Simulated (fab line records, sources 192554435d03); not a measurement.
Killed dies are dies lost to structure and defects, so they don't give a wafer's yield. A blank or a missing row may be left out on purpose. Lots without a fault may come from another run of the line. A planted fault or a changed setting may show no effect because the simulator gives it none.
Which tool did it? | flow n5_finfet | 11 lots, 31 wafers sampled, at 6 steps of a route of 1938

WHAT THE GAUGES READ, wafer by wafer
N5_BEOL_M4_INSPECT_59: inspects for defects (darkfield).
lot  | measured     | on                | raw_defect_count
L656 | day 9 07:43  | defect_inspect-02 | 58 58 70
L658 | day 9 13:54  | defect_inspect-01 | 71 104 84
L659 | day 9 22:38  | defect_inspect-02 | 73 63
L662 | day 10 22:49 | defect_inspect-02 | 79 110
L663 | day 11 01:21 | defect_inspect-01 | 102 80 118
L665 | day 11 06:59 | defect_inspect-02 | 69 112 95
L666 | day 11 12:43 | defect_inspect-02 | 98 77 113
L668 | day 12 17:01 | defect_inspect-02 | 100 116 69
L673 | day 13 03:49 | defect_inspect-02 | 51 51 107
L674 | day 13 06:01 | defect_inspect-02 | 1377 36 40
L678 | day 15 06:44 | defect_inspect-01 | 54 85 54

N5_BEOL_M5_INSPECT_13: inspects for defects (brightfield).
lot  | measured     | on                | raw_defect_count
L656 | day 9 10:38  | defect_inspect-02 | 358 372 431
L658 | day 9 16:51  | defect_inspect-02 | 596 487 394
L659 | day 10 02:10 | defect_inspect-02 | 618 592
L662 | day 11 01:38 | defect_inspect-02 | 651 486
L663 | day 11 05:05 | defect_inspect-02 | 743 381 415
L665 | day 11 12:48 | defect_inspect-01 | 412 486 444
L666 | day 11 16:15 | defect_inspect-02 | 588 489 588
L668 | day 12 20:17 | defect_inspect-02 | 371 374 284
L673 | day 13 07:23 | defect_inspect-02 | 384 390 443
L674 | day 13 09:23 | defect_inspect-02 | 1644 259 346
L678 | day 15 09:58 | defect_inspect-02 | 303 341 346

WHICH TOOL RAN EACH LOT (tool, then ch and the chambers of the sampled wafers, then the start)
lot  | N5_BEOL_M4_ANNEAL_80         | N5_BEOL_M4_SPUTTER_86        | N5_BEOL_M4_SPUTTER_92        | N5_BEOL_M4_CMP_52
L656 | pvd_sputter-03, day 9 03:43  | pvd_sputter-03, day 9 04:04  | pvd_sputter-03, day 9 04:44  | cmp-04 ch 1,2,3, day 9 07:12
L658 | pvd_sputter-02, day 9 11:22  | pvd_sputter-02, day 9 11:44  | pvd_sputter-02, day 9 12:23  | cmp-04 ch 0,1,2, day 9 13:22
L659 | pvd_sputter-03, day 9 20:05  | pvd_sputter-03, day 9 20:27  | pvd_sputter-03, day 9 21:07  | cmp-04 ch 1, day 9 22:05
L662 | pvd_sputter-02, day 10 20:06 | pvd_sputter-02, day 10 20:26 | pvd_sputter-02, day 10 21:05 | cmp-01 ch 0,3, day 10 22:23
L663 | pvd_sputter-01, day 10 22:47 | pvd_sputter-01, day 10 23:09 | pvd_sputter-01, day 10 23:49 | cmp-01 ch 0,3, day 11 00:44
L665 | pvd_sputter-01, day 11 03:49 | pvd_sputter-01, day 11 04:10 | pvd_sputter-01, day 11 04:50 | cmp-01 ch 0,2,3, day 11 06:25
L666 | pvd_sputter-01, day 11 10:09 | pvd_sputter-01, day 11 10:31 | pvd_sputter-01, day 11 11:10 | cmp-01 ch 0,2,3, day 11 12:13
L668 | pvd_sputter-03, day 12 14:28 | pvd_sputter-03, day 12 14:50 | pvd_sputter-03, day 12 15:29 | cmp-01 ch 0,2,3, day 12 16:31
L673 | pvd_sputter-02, day 13 01:17 | pvd_sputter-02, day 13 01:38 | pvd_sputter-02, day 13 02:18 | cmp-03 ch 0,1,2, day 13 03:19
L674 | pvd_sputter-02, day 13 03:28 | pvd_sputter-02, day 13 03:49 | pvd_sputter-02, day 13 04:29 | cmp-01 ch 0,1,2, day 13 05:27
L678 | pvd_sputter-03, day 15 04:08 | pvd_sputter-03, day 15 04:29 | pvd_sputter-03, day 15 05:09 | cmp-04 ch 0,1,2, day 15 06:08
- N5_BEOL_M4_ANNEAL_80: time 240 s.
- N5_BEOL_M4_SPUTTER_86: material Cu, target thk 4.5 nm, time 8.29 s.
- N5_BEOL_M4_SPUTTER_92: material Cu, target thk 4.5 nm, time 8.29 s.
- N5_BEOL_M4_CMP_52: polishes, stops on SiOC, t overpolish 6.8 s, target thk 40 nm.

WHAT THE TOOLS THEMSELVES READ (means of the sampled wafers that have a number; where no wafer has one, the mark that the record gives instead)
N5_BEOL_M4_ANNEAL_80.
lot  | tool           | heater_power_w (W)
L656 | pvd_sputter-03 | 781
L658 | pvd_sputter-02 | 831
L659 | pvd_sputter-03 | 799
L662 | pvd_sputter-02 | 890
L663 | pvd_sputter-01 | 863
L665 | pvd_sputter-01 | 890
L666 | pvd_sputter-01 | 925
L668 | pvd_sputter-03 | 863
L673 | pvd_sputter-02 | 832
L674 | pvd_sputter-02 | 823
L678 | pvd_sputter-03 | 838

N5_BEOL_M4_SPUTTER_86.
lot  | tool           | throttle_valve_pct (%)
L656 | pvd_sputter-03 | 30.4
L658 | pvd_sputter-02 | 30.0
L659 | pvd_sputter-03 | 30.1
L662 | pvd_sputter-02 | 29.7
L663 | pvd_sputter-01 | 30.5
L665 | pvd_sputter-01 | 30.3
L666 | pvd_sputter-01 | 29.7
L668 | pvd_sputter-03 | 29.3
L673 | pvd_sputter-02 | 30.1
L674 | pvd_sputter-02 | 30.2
L678 | pvd_sputter-03 | 29.9

N5_BEOL_M4_SPUTTER_92.
lot  | tool           | throttle_valve_pct (%)
L656 | pvd_sputter-03 | 30.4
L658 | pvd_sputter-02 | 30.1
L659 | pvd_sputter-03 | 30.0
L662 | pvd_sputter-02 | 29.8
L663 | pvd_sputter-01 | 30.5
L665 | pvd_sputter-01 | 30.2
L666 | pvd_sputter-01 | 29.6
L668 | pvd_sputter-03 | 29.3
L673 | pvd_sputter-02 | 30.2
L674 | pvd_sputter-02 | 29.9
L678 | pvd_sputter-03 | 29.6

N5_BEOL_M4_CMP_52.
lot  | tool   | barrier_field_endpoint_s (s) | clearing_platen_down_force_psi (psi) | motor_current_A (A) | overpolish_run_s (s) | time_to_endpoint_s (s)
L656 | cmp-04 | 25.3                         | 1.500                                | 6.3                 | 6.799                | 63
L658 | cmp-04 | 24.5                         | 1.500                                | 6.1                 | 6.795                | 60
L659 | cmp-04 | 24.5                         | 1.501                                | 6.0                 | 6.799                | 63
L662 | cmp-01 | 23.6                         | 1.500                                | 6.5                 | 6.799                | 58
L663 | cmp-01 | 24.5                         | 1.501                                | 6.5                 | 6.802                | 61
L665 | cmp-01 | 23.9                         | 1.499                                | 6.0                 | 6.797                | 58
L666 | cmp-01 | 24.2                         | 1.498                                | 6.2                 | 6.795                | 61
L668 | cmp-01 | 24.8                         | 1.498                                | 6.0                 | 6.798                | 64
L673 | cmp-03 | 24.7                         | 1.499                                | 6.2                 | 6.801                | 63
L674 | cmp-01 | 24.6                         | 1.500                                | 6.1                 | 6.796                | 63
L678 | cmp-04 | 24.6                         | 1.499                                | 5.9                 | 6.795                | 64

THE ANSWER, worked out from the rows above alone
Rule: what is usual is taken from the lots themselves. Put in order of their means at a reading, lots are off if they are a third of the lots or fewer, leave a main group of 4 or more, and stand apart from it by a gap of 3 or more times the standard deviation of the main group's means; of several such gaps the widest counts. A main group whose means are all the same, to the digits that the tables above print for the reading, isn't used. A lot without any number at a reading at which 4 lots or more have one is off too. The other lots that the step has rows for count as sound. The gauges are gone through in route order, then the tools' own readings, and for those a lot's mean is taken as printed above. The first step at which some lot is off is used, and at that step the reading that is off furthest; a lot without a number counts as furthest.
Off: L674, at N5_BEOL_M4_INSPECT_59 (raw_defect_count). The main group: mean 83, standard deviation 14.
A tool fits if, at a process step before that reading, it ran every lot that is off, and no sound lot after the first of them. The gauges at N5_BEOL_M4_INSPECT_59 are tried like those tools. Can't be told from this: 3 tools fit, pvd_sputter-02 at N5_BEOL_M4_ANNEAL_80 and N5_BEOL_M4_SPUTTER_86 and N5_BEOL_M4_SPUTTER_92, cmp-01 at N5_BEOL_M4_CMP_52, defect_inspect-02 at N5_BEOL_M4_INSPECT_59.

WHAT THE SIMULATOR HAD PUT IN
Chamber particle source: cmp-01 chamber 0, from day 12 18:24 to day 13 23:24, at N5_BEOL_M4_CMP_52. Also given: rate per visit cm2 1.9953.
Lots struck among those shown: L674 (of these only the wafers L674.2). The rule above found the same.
